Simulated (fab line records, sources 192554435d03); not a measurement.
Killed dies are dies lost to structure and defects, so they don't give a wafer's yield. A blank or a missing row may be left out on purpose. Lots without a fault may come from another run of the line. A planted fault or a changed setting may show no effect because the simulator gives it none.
Chamber matching | flow n5_finfet | N5_BEOL_M3_DESCUM_16 on rie_diel-03: 4 sister chambers
The step chemistry O2, time 7 s. 4 wafers are shown with their chamber, then 9 later ones without.

WAFERS WITH THEIR CHAMBER
wafer  | chamber | drypump_motor_current_A (A)
L082.2 | 1       | 5.2
L084.1 | 2       | 4.8
L084.2 | 0       | 5.4
L084.4 | 3       | 5.1

WAFERS WITHOUT THEIR CHAMBER
wafer  | drypump_motor_current_A (A)
L085.1 | 5.2
L085.2 | 5.3
L085.4 | 5.1
L094.1 | 5.1
L094.2 | 4.8
L094.3 | 5.3
L097.3 | 4.8
L097.4 | 5.2
L097.6 | 5.3

WHICH CHAMBER EACH WENT THROUGH
wafer  | from the rows above          | in truth
L085.1 | can't be placed: 1 or 3      | 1
L085.2 | can't be placed: 1 or 0 or 3 | 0
L085.4 | can't be placed: 3 or 1      | 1
L094.1 | can't be placed: 3 or 1      | 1
L094.2 | 2                            | 2
L094.3 | can't be placed: 1 or 0 or 3 | 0
L097.3 | 2                            | 2
L097.4 | can't be placed: 1 or 3      | 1
L097.6 | can't be placed: 1 or 0 or 3 | 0
Placed correctly: 2 of 9. Can't be placed from these rows: 7 (the true chamber is among the candidates in 7). Placed wrongly: 0.
How it was worked out, from the rows above alone: a wafer's distance from a chamber is the root of the sum, over the readings, of the square of ((its reading less the chamber's mean) divided by the reading's scatter). The wafer belongs to the nearest chamber; if the next one is less than 2 further off, it can't be placed. A chamber's mean is the mean of its shown wafers. The scatter: with one shown wafer a chamber, the root of the mean of the squares of how far each hidden wafer lies from its nearest shown one.
